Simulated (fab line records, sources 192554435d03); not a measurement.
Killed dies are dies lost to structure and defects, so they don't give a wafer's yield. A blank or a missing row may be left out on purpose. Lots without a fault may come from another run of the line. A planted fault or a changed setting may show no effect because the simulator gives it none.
Chamber matching | flow n5_finfet | N5_PASSIVATION_STRIP_34 on rie_diel-03: 4 sister chambers
The step strips in O2. 8 wafers are shown with their chamber, then 6 later ones without.

WAFERS WITH THEIR CHAMBER
wafer  | chamber | drypump_motor_current_A (A) | showerhead_plenum_p_Torr (Torr)
L399.3 | 2       | 5.6                         | 2.03
L399.4 | 0       | 5.2                         | 2.17
L402.1 | 3       | 5.7                         | 2.00
L402.2 | 1       | 6.2                         | 2.07
L402.3 | 0       | 5.2                         | 2.16
L408.2 | 3       | 5.7                         | 1.99
L408.3 | 1       | 6.3                         | 2.07
L408.5 | 2       | 5.7                         | 2.02

WAFERS WITHOUT THEIR CHAMBER
wafer  | drypump_motor_current_A (A) | showerhead_plenum_p_Torr (Torr)
L412.1 | 6.2                         | 2.06
L412.3 | 5.7                         | 1.99
L412.5 | 5.2                         | 2.16
L415.3 | 5.1                         | 2.15
L415.4 | 6.3                         | 2.06
L415.5 | 5.7                         | 1.99

WHICH CHAMBER EACH WENT THROUGH
wafer  | from the rows above | in truth
L412.1 | 1                   | 1
L412.3 | 3                   | 3
L412.5 | 0                   | 0
L415.3 | 0                   | 0
L415.4 | 1                   | 1
L415.5 | 3                   | 3
Placed correctly: 6 of 6. Can't be placed from these rows: 0. Placed wrongly: 0.
How it was worked out, from the rows above alone: a wafer's distance from a chamber is the root of the sum, over the readings, of the square of ((its reading less the chamber's mean) divided by the reading's scatter). The wafer belongs to the nearest chamber; if the next one is less than 2 further off, it can't be placed. A chamber's mean is the mean of its shown wafers. The scatter: the root of (the sum of the squares of (reading less its chamber's mean) over the shown wafers, divided by (wafers less chambers)).
